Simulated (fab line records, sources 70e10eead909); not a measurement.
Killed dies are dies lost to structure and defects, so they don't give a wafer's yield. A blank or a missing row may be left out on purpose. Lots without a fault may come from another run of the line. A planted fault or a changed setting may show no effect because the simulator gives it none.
fab line records | flow nand_harc
record lots=6 wafers=18 last_day=32
route steps=1302 shown A_ONON_D1@428
lots that met no fault: from a run of the same line without faults
start_h: hours from the record's first day to the start of the lot's first wafer shown | wait_h: hours since the lot's step before | " the same as in the row above | L1.1+2: a row that stands for several wafers | - no value, or no start given | * or withheld: withheld | < > ~ a bound
route shown NAME@n: a module of which the file shows steps, and the number in the route of the first | usual: mean/standard deviation of fault-free wafers | same: alike in all rows | chamber/n: place in a boat | sites: the reading at each site | _std_site: their standard deviation | _edge_site: outer sites' mean less inner sites' | radius_mm: how far each site lies from the wafer's centre | mask NAME#n: copy n | behind: the tool/chamber that last shaped the wafer | hold: why the lot was held/for how many hours/how that ended | device: the transistor (n, p or np) that didn't switch | end of line: the same wafers' tests at the end of the route | a step without rows: its recipe alone | killed: dies lost to structure and defects at the first sort, not the wafer's yield | map: a wafer's dies, x killed, . not, _ none there
set.NAME: the setting as run; set.NAME@STEP: as run at that earlier step | model.NAME: the simulator's own value behind a step, which no gauge read
lots at some steps of the route; a table a step, a row a wafer
services: from which hour (start_h, from the record's first day; less than 0 if before it) a tool's chamber was out of use, for how many hours, and why
## steps
# step NHARC_A_ONON_D1_DEP_06
# recipe target_thk_a=10000 n2_flow_sccm=2750 n2o_flow_sccm=2000 nh3_flow_sccm=500 sih4_flow_sccm=210 temp_c=400
# step NHARC_A_ONON_D1_THK_MEAS_08
# recipe thk_meas_gauge=ellipsometry
# usual thk_nm=1000/9.4
# columns lot.wafer tool chamber start_h wait_h thk_nm
L200.1 film_metro-01 - 163.08 - 1001
L200.5 " - " " 1001
L200.6 " - " " 1000
L205.3 film_metro-01 - 209.82 - 998
L205.5 " - " " 997
L205.6 " - " " 999
L210.2 film_metro-01 - 269.68 - 993
L210.4 " - " " 992
L210.5 " - " " 993
L211.2 film_metro-01 - 273.46 - 1010
L211.4 " - " " 1009
L211.5 " - " " 1008
L212.1 film_metro-01 - 285.31 - 993
L212.2 " - " " 995
L212.3 " - " " 993
L221.1 film_metro-02 - 366.84 - 997
L221.2 " - " " 998
L221.3 " - " " 996
# step NHARC_A_ONON_D1_DEP_09
# recipe target_thk_a=10000 n2_flow_sccm=2750 n2o_flow_sccm=2000 nh3_flow_sccm=500 sih4_flow_sccm=210 temp_c=400
# step NHARC_A_ONON_D1_THK_MEAS_11
# recipe thk_meas_gauge=ellipsometry
# usual thk_nm=1000/12
# columns lot.wafer tool chamber start_h wait_h thk_nm
L200.1 film_metro-02 - 163.65 - 1001
L200.5 " - " " 1002
L200.6 " - " " 1002
L205.3 film_metro-02 - 210.38 - 988
L205.5 " - " " 989
L205.6 " - " " 988
L210.2 film_metro-02 - 270.24 - 1007
L210.4 " - " " 1009
L210.5 " - " " 1006
L211.2 film_metro-01 - 274.03 - 975
L211.4 " - " " 975
L211.5 " - " " 974
L212.1 film_metro-02 - 285.87 - 1013
L212.2 " - " " 1012
L212.3 " - " " 1012
L221.1 film_metro-02 - 367.41 - 996
L221.2 " - " " 997
L221.3 " - " " 997
# step NHARC_A_ONON_D1_DEP_12
# recipe target_thk_a=10000 n2_flow_sccm=2750 n2o_flow_sccm=2000 nh3_flow_sccm=500 sih4_flow_sccm=210 temp_c=400
# step NHARC_A_ONON_D1_THK_MEAS_14
# recipe thk_meas_gauge=ellipsometry
# usual thk_nm=1001/11
# columns lot.wafer tool chamber start_h wait_h thk_nm
L200.1 film_metro-01 - 164.21 - 1007
L200.5 " - " " 1006
L200.6 " - " " 1008
L205.3 film_metro-02 - 210.95 - 1011
L205.5 " - " " 1010
L205.6 " - " " 1010
L210.2 film_metro-01 - 270.81 - 1019
L210.4 " - " " 1020
L210.5 " - " " 1019
L211.2 film_metro-02 - 274.59 - 1008
L211.4 " - " " 1008
L211.5 " - " " 1008
L212.1 film_metro-02 - 286.44 - 983
L212.2 " - " " 981
L212.3 " - " " 983
L221.1 film_metro-02 - 367.98 - 1001
L221.2 " - " " 1001
L221.3 " - " " 1002
# step NHARC_A_ONON_D1_ANNEAL_15
# recipe temp_c=750 time_s=3600
# step NHARC_A_ONON_D1_DEP_16
# recipe target_thk_a=10000 n2_flow_sccm=2750 n2o_flow_sccm=2000 nh3_flow_sccm=500 sih4_flow_sccm=210 temp_c=400
# step NHARC_A_ONON_D1_THK_MEAS_18
# recipe thk_meas_gauge=ellipsometry
# usual thk_nm=1001/9.5
# columns lot.wafer tool chamber start_h wait_h thk_nm
L200.1 film_metro-02 - 173.10 - 1000
L200.5 " - " " 1000
L200.6 " - " " 1001
L205.3 film_metro-01 - 215.52 - 987
L205.5 " - " " 989
L205.6 " - " " 988
L210.2 film_metro-01 - 278.62 - 1009
L210.4 " - " " 1010
L210.5 " - " " 1011
L211.2 film_metro-01 - 282.41 - 1011
L211.4 " - " " 1010
L211.5 " - " " 1011
L212.1 film_metro-02 - 295.01 - 998
L212.2 " - " " 997
L212.3 " - " " 997
L221.1 film_metro-01 - 376.21 - 1009
L221.2 " - " " 1008
L221.3 " - " " 1009
# step NHARC_A_ONON_D1_DEP_19
# recipe target_thk_a=10000 n2_flow_sccm=2750 n2o_flow_sccm=2000 nh3_flow_sccm=500 sih4_flow_sccm=210 temp_c=400
# step NHARC_A_ONON_D1_THK_MEAS_21
# recipe thk_meas_gauge=ellipsometry
# usual thk_nm=1000/9.8
# columns lot.wafer tool chamber start_h wait_h thk_nm
L200.1 film_metro-02 - 173.66 - 999
L200.5 " - " " 1002
L200.6 " - " " 1000
L205.3 film_metro-02 - 216.08 - 1002
L205.5 " - " " 1002
L205.6 " - " " 1003
L210.2 film_metro-02 - 279.20 - 996
L210.4 " - " " 996
L210.5 " - " " 996
L211.2 film_metro-01 - 282.98 - 982
L211.4 " - " " 981
L211.5 " - " " 983
L212.1 film_metro-02 - 295.61 - 1005
L212.2 " - " " 1004
L212.3 " - " " 1005
L221.1 film_metro-01 - 376.78 - 1010
L221.2 " - " " 1010
L221.3 " - " " 1012
# step NHARC_A_ONON_D1_DEP_22
# recipe target_thk_a=10000 n2_flow_sccm=2750 n2o_flow_sccm=2000 nh3_flow_sccm=500 sih4_flow_sccm=210 temp_c=400
# usual n2_flow_sccm=2750/8.5
# columns lot.wafer tool chamber start_h wait_h n2_flow_sccm
L200.1 pecvd_onon-03 0 173.72 0.1 2753
L200.5 " 0 " " 2746
L200.6 " 0 " " 2749
L205.3 pecvd_onon-03 0 216.25 0.2 2750
L205.5 " 0 " " 2744
L205.6 " 0 " " 2740
L210.2 pecvd_onon-03 0 279.31 0.1 2754
L210.4 " 0 " " 2743
L210.5 " 0 " " 2749
L211.2 pecvd_onon-01 0 283.09 0.1 2746
L211.4 " 0 " " 2755
L211.5 " 0 " " 2749
L212.1 pecvd_onon-03 0 295.66 0.1 2757
L212.2 " 0 " " 2755
L212.3 " 0 " " 2750
L221.1 pecvd_onon-03 0 376.83 0.1 2749
L221.2 " 0 " " 2743
L221.3 " 0 " " 2749
# step NHARC_A_ONON_D1_THK_MEAS_24
# recipe thk_meas_gauge=ellipsometry
# usual thk_nm=996/12
# columns lot.wafer tool chamber start_h wait_h hold thk_nm
L200.1 film_metro-02 - 174.22 - - 988
L200.5 " - " " - 985
L200.6 " - " " - 986
L205.3 film_metro-02 - 216.65 - - 984
L205.5 " - " " - 984
L205.6 " - " " - 983
L210.2 film_metro-02 - 279.76 - await_dispo/0.2h/release 1053
L210.4 " - " " await_dispo/0.2h/release 1053
L210.5 " - " " await_dispo/0.2h/release 1053
L210.2 film_metro-02 - 279.93 0.2 - 1052
L210.4 " - " " - 1052
L210.5 " - " " - 1052
L211.2 film_metro-02 - 283.54 - - 1006
L211.4 " - " " - 1005
L211.5 " - " " - 1006
L212.1 film_metro-01 - 296.17 - await_dispo/0.2h/release 1082
L212.2 " - " " await_dispo/0.2h/release 1082
L212.3 " - " " await_dispo/0.2h/release 1079
L212.1 film_metro-01 - 296.34 0.2 - 1080
L212.2 " - " " - 1081
L212.3 " - " " - 1081
L221.1 film_metro-01 - 377.34 - - 1008
L221.2 " - " " - 1007
L221.3 " - " " - 1008
## services
# columns tool chamber start_h hours kind
pecvd_onon-03 - 190.23 11.4 repair
pecvd_onon-03 - 227.00 13.0 pm
pecvd_onon-01 - 269.52 13.0 pm
## key
first_sign step=NHARC_A_ONON_D1_THK_MEAS_24 reading=visit direction=added
effect step=NHARC_A_ONON_D1_THK_MEAS_24 reading=thk_nm direction=up sigmas=5.8 usual=996 struck=1067
met_at NHARC_A_ONON_D1_DEP_22
struck_wafers L210.2,L210.4,L210.5,L212.1,L212.2,L212.3
later_rows_left_out L210.2,L210.4,L210.5,L212.1,L212.2,L212.3
sort_left_out L210.2,L210.4,L210.5,L212.1,L212.2,L212.3
tester_left_out L210,L212
onset_between 216.25 279.31
fault kind=process_parameter_drift tool=pecvd_onon-03 chamber=- onset_h=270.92 steps=NHARC_A_ONON_D1_DEP_22 channel=target_thk_a offset=* shape=step end_h=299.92 acts_in=* stated=*
# tester_left_out: of these lots the tester's yield and bins aren't shown, on N5 and GAA mostly nor the transistor test; their killed dies are dies lost to structure and defects alone, not to doping, threshold or leakage, so they don't give the yield
# sort_left_out: the simulated sort isn't trusted on such a fault, so these wafers' sort isn't shown, and their yield isn't known
# later_rows_left_out: the simulator's readings of these wafers behind a module that went badly wrong aren't trusted and aren't shown, but for the sort
